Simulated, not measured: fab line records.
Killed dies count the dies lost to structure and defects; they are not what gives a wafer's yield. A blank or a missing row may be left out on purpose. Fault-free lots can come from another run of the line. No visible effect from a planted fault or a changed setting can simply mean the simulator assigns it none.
Chamber matching / flow n5_finfet / N5_WELL_APT_DESCUM_30 on rie_diel-01 has 4 sister chambers
The step chemistry O2, time 7.9 s. 18 wafers are shown with their chamber, then 9 later ones without.

## WAFERS WITH THEIR CHAMBER
wafer=L074.1; chamber=0; throttle_valve_pct (%)=20.43; oes_product_au (a.u.)=0.93; showerhead_plenum_p_Torr (Torr)=2.14
wafer=L074.3; chamber=1; throttle_valve_pct (%)=20.67; oes_product_au (a.u.)=0.68; showerhead_plenum_p_Torr (Torr)=2.14
wafer=L074.5; chamber=2; throttle_valve_pct (%)=20.52; oes_product_au (a.u.)=0.86; showerhead_plenum_p_Torr (Torr)=2.14
wafer=L081.1; chamber=0; throttle_valve_pct (%)=20.45; oes_product_au (a.u.)=0.90; showerhead_plenum_p_Torr (Torr)=2.13
wafer=L081.2; chamber=2; throttle_valve_pct (%)=20.54; oes_product_au (a.u.)=0.85; showerhead_plenum_p_Torr (Torr)=2.13
wafer=L081.6; chamber=3; throttle_valve_pct (%)=20.51; oes_product_au (a.u.)=0.78; showerhead_plenum_p_Torr (Torr)=2.08
wafer=L082.1; chamber=1; throttle_valve_pct (%)=20.68; oes_product_au (a.u.)=0.67; showerhead_plenum_p_Torr (Torr)=2.13
wafer=L082.4; chamber=0; throttle_valve_pct (%)=20.45; oes_product_au (a.u.)=0.89; showerhead_plenum_p_Torr (Torr)=2.13
wafer=L082.5; chamber=2; throttle_valve_pct (%)=20.55; oes_product_au (a.u.)=0.86; showerhead_plenum_p_Torr (Torr)=2.13
wafer=L083.2; chamber=2; throttle_valve_pct (%)=20.55; oes_product_au (a.u.)=0.85; showerhead_plenum_p_Torr (Torr)=2.13
wafer=L083.4; chamber=0; throttle_valve_pct (%)=20.45; oes_product_au (a.u.)=0.89; showerhead_plenum_p_Torr (Torr)=2.13
wafer=L083.6; chamber=3; throttle_valve_pct (%)=20.52; oes_product_au (a.u.)=0.77; showerhead_plenum_p_Torr (Torr)=2.08
wafer=L084.2; chamber=0; throttle_valve_pct (%)=20.45; oes_product_au (a.u.)=0.88; showerhead_plenum_p_Torr (Torr)=2.13
wafer=L084.5; chamber=3; throttle_valve_pct (%)=20.53; oes_product_au (a.u.)=0.77; showerhead_plenum_p_Torr (Torr)=2.08
wafer=L084.6; chamber=0; throttle_valve_pct (%)=20.45; oes_product_au (a.u.)=0.88; showerhead_plenum_p_Torr (Torr)=2.13
wafer=L087.2; chamber=0; throttle_valve_pct (%)=20.46; oes_product_au (a.u.)=0.88; showerhead_plenum_p_Torr (Torr)=2.13
wafer=L087.3; chamber=2; throttle_valve_pct (%)=20.57; oes_product_au (a.u.)=0.83; showerhead_plenum_p_Torr (Torr)=2.13
wafer=L087.6; chamber=2; throttle_valve_pct (%)=20.54; oes_product_au (a.u.)=0.84; showerhead_plenum_p_Torr (Torr)=2.13

SIGNATURES (averages over the wafers above)
reading=throttle_valve_pct; chamber 0=20.4486; chamber 1=20.6750; chamber 2=20.5450; chamber 3=20.5200; scatter within a chamber=0.0122
reading=oes_product_au; chamber 0=0.8929; chamber 1=0.6750; chamber 2=0.8483; chamber 3=0.7733; scatter within a chamber=0.014
reading=showerhead_plenum_p_Torr; chamber 0=2.1314; chamber 1=2.1350; chamber 2=2.1317; chamber 3=2.0800; scatter within a chamber=0.00396
Rule: for each reading, subtract the chamber's mean from the wafer's reading, divide by that reading's scatter and square the result; add these up over the readings and take the root, which gives the wafer's distance from the chamber. If the next closest chamber is less than 2 further off than the closest, the wafer can't be placed; otherwise it belongs to the closest. The scatter: take each reading less its chamber's mean, square it, sum over the shown wafers, divide by the number of wafers less the number of chambers, and take the root.

## WAFERS WHOSE CHAMBER IS MISSING
wafer=L088.2; throttle_valve_pct (%)=20.47; oes_product_au (a.u.)=0.87; showerhead_plenum_p_Torr (Torr)=2.13
wafer=L088.3; throttle_valve_pct (%)=20.55; oes_product_au (a.u.)=0.75; showerhead_plenum_p_Torr (Torr)=2.08
wafer=L088.4; throttle_valve_pct (%)=20.53; oes_product_au (a.u.)=0.76; showerhead_plenum_p_Torr (Torr)=2.08
wafer=L095.2; throttle_valve_pct (%)=20.56; oes_product_au (a.u.)=0.75; showerhead_plenum_p_Torr (Torr)=2.07
wafer=L095.5; throttle_valve_pct (%)=20.50; oes_product_au (a.u.)=0.86; showerhead_plenum_p_Torr (Torr)=2.12
wafer=L095.6; throttle_valve_pct (%)=20.24; oes_product_au (a.u.)=0.94; showerhead_plenum_p_Torr (Torr)=2.13
wafer=L097.3; throttle_valve_pct (%)=20.56; oes_product_au (a.u.)=0.75; showerhead_plenum_p_Torr (Torr)=2.07
wafer=L097.4; throttle_valve_pct (%)=20.24; oes_product_au (a.u.)=0.93; showerhead_plenum_p_Torr (Torr)=2.12
wafer=L097.5; throttle_valve_pct (%)=20.25; oes_product_au (a.u.)=0.92; showerhead_plenum_p_Torr (Torr)=2.13

## WHICH CHAMBER EACH ONE RAN IN
wafer=L088.2; from the rows above=0; in truth=0
wafer=L088.3; from the rows above=3; in truth=3
wafer=L088.4; from the rows above=3; in truth=3
wafer=L095.2; from the rows above=3; in truth=3
wafer=L095.5; from the rows above=can't be placed: 2 or 0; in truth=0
wafer=L095.6; from the rows above=0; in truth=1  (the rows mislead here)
wafer=L097.3; from the rows above=3; in truth=3
wafer=L097.4; from the rows above=0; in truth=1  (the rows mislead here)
wafer=L097.5; from the rows above=0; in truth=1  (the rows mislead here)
Placed correctly: 5 of 9. Not placeable from these rows: 1 (in 1, the candidates include the true chamber). Placed wrongly: 3.
